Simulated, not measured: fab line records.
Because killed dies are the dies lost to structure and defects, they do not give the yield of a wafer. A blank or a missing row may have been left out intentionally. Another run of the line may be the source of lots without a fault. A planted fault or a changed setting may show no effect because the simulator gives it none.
A lot that was struck, set against a sound lot / flow n5-finfet / 16 steps out of a route of 1938
Sound: these wafers, L255.2, L255.4, L255.5. Struck: wafer L254.4 (L254.1, L254.5, from the same lot, were not struck and are left out); the cause is given at the end.
Each step with rows lists, per side, the tool, then ch with its chambers, then its first start. Under that, the readings that differ: sound wafers / struck wafers / difference of the means / sigmas: that difference in standard deviations of wafers without a fault.
alike: same words and numbers on both sides, and readings whose means sit less than 2 such deviations apart. not compared: any withheld reading, any reading some wafer has no value for, any bound like >300 that may hide the same value, and any number with overlapping values for which the record gives no deviation.
Wherever a step has rows on one side only, a row that says differs or no value, or a row with sigmas, the two part there. Numbers that have no deviation but don't overlap get no sigmas and don't part them. A reading that every wafer of one side lacks parts them only if that side has two wafers or more.

N5_ZERO_LAYER_PECVD_02: deposits SiO2 from SiH4/N2O, target thk 10 nm, time 6 s.
  sound on pecvd-04 ch 1,2, day 5 18:17; struck on pecvd-04 ch 2, day 5 12:17
  alike: heater-power-w, showerhead-plenum-p-Torr, showerhead-vpp-V
then, 8 steps without rows for these wafers: N5_ZERO_LAYER_HMDS_04 (time 60 s); N5_ZERO_LAYER_COAT_05 (resist thk 1000 nm); N5_ZERO_LAYER_EBR_07; N5_ZERO_LAYER_SOFTBAKE_06 (time 90 s); N5_ZERO_LAYER_EXPOSE_08 (exposes mask ZERO, defocus 0 nm, target cd 2000 nm); N5_ZERO_LAYER_PEB_09; N5_ZERO_LAYER_DEVELOP_10 (develop time 60 s); N5_ZERO_LAYER_HARDBAKE_23 (time 120 s).
N5_ZERO_LAYER_CD_MEAS_11: target cd 2000 nm.
  sound on cd-sem-02 ch 0, day 5 18:38; struck on cd-sem-01 ch 0, day 5 12:46
  alike: cd-nm
N5_ZERO_LAYER_DESCUM_16: chemistry O2, time 7.9 s.
  sound on rie-diel-03 ch 0,2,3, day 5 18:42; struck on rie-diel-02 ch 1, day 5 12:49
reading=rf-vpp-V (V); sound=243.4 243.7 244.0; struck=241.1; difference=-2.6; sigmas=-2
  alike: chamber-pressure-mTorr, drypump-motor-current-A, oes-product-au, showerhead-plenum-p-Torr, throttle-valve-pct
  not compared: rf-hours-counter-h
N5_ZERO_LAYER_ETCH_17: etches SiO2 in CF4, target depth 12 nm, time 13.3 s.
  sound on rie-diel-03 ch 0,2,3, day 5 18:44; struck on rie-diel-02 ch 1, day 5 12:50
reading=bias-w (W); sound=214.5 214.9 214.9; struck=216.0; difference=+1.2; sigmas=+2
reading=chamber-pressure-mTorr (mTorr); sound=39.93 39.93 39.98; struck=40.05; difference=+0.10; sigmas=+3
  alike: drypump-motor-current-A, mfc-ar-sccm, oes-product-au, rf-vpp-V, showerhead-plenum-p-Torr, throttle-valve-pct
  not compared: rf-hours-counter-h
N5_ZERO_LAYER_ETCH_18: etches Si in HBr/Cl2, target depth 120 nm, time 40 s.
  sound on rie-si-06 ch 0,1,2, day 5 18:49; struck on rie-si-04 ch 1, day 5 12:55
reading=bias-w (W); sound=75.02 74.75 75.23; struck=80.06; difference=+5.06; sigmas=+24
reading=drypump-motor-current-A (A); sound=5.4 6.0 5.1; struck=6.6; difference=+1.1; sigmas=+2
  alike: chamber-pressure-mTorr, oes-product-au, throttle-valve-pct
  not compared: rf-hours-counter-h
N5_ZERO_LAYER_STRIP_24: strips in O2.
  sound on plasma-asher-02 ch 0,1, day 5 18:55; struck on plasma-asher-02 ch 1, day 5 13:01
reading=chamber-pressure-mTorr (mTorr); sound=1001.4 999.1 999.6; struck=997.1; difference=-2.9; sigmas=-3
reading=strip-time-to-endpoint-s (s); sound=43.76 43.72 43.68; struck=44.00; difference=+0.28; sigmas=+3
  alike: drypump-motor-current-A, heater-power-w, oes-product-au
  not compared: rf-hours-counter-h
-- a jump in the record: the struck wafers' starts before and after are 7 days apart (it breaks off in module ZERO_LAYER and resumes in module BEOL_M4, where the first step shown is number 1111 of the route) --
N5_BEOL_M4_RC_MEAS_101:
  sound on prober-01 ch 0, day 12 08:52; struck on prober-02 ch 0, day 12 05:37
  alike: DIBL_N, DIBL_P, IOFF_N, IOFF_P, ION_N, ION_P, SS_N, SS_P, VT_N, VT_P
-- here the record skips 4 days between the struck wafers' starts before and after, leaving off in module BEOL_M4 and picking up in module PASSIVATION (first step shown: number 1936 of the route) --
N5_PASSIVATION_PROBE_49:
  rows exist in the record for the struck wafers here (prober-01, day 16 12:44), but not for the sound ones

## WHERE THEY PART
Last at N5_PASSIVATION_PROBE_49 as far as this record goes, first at N5_ZERO_LAYER_DESCUM_16.

WHY: whatever the simulator had introduced
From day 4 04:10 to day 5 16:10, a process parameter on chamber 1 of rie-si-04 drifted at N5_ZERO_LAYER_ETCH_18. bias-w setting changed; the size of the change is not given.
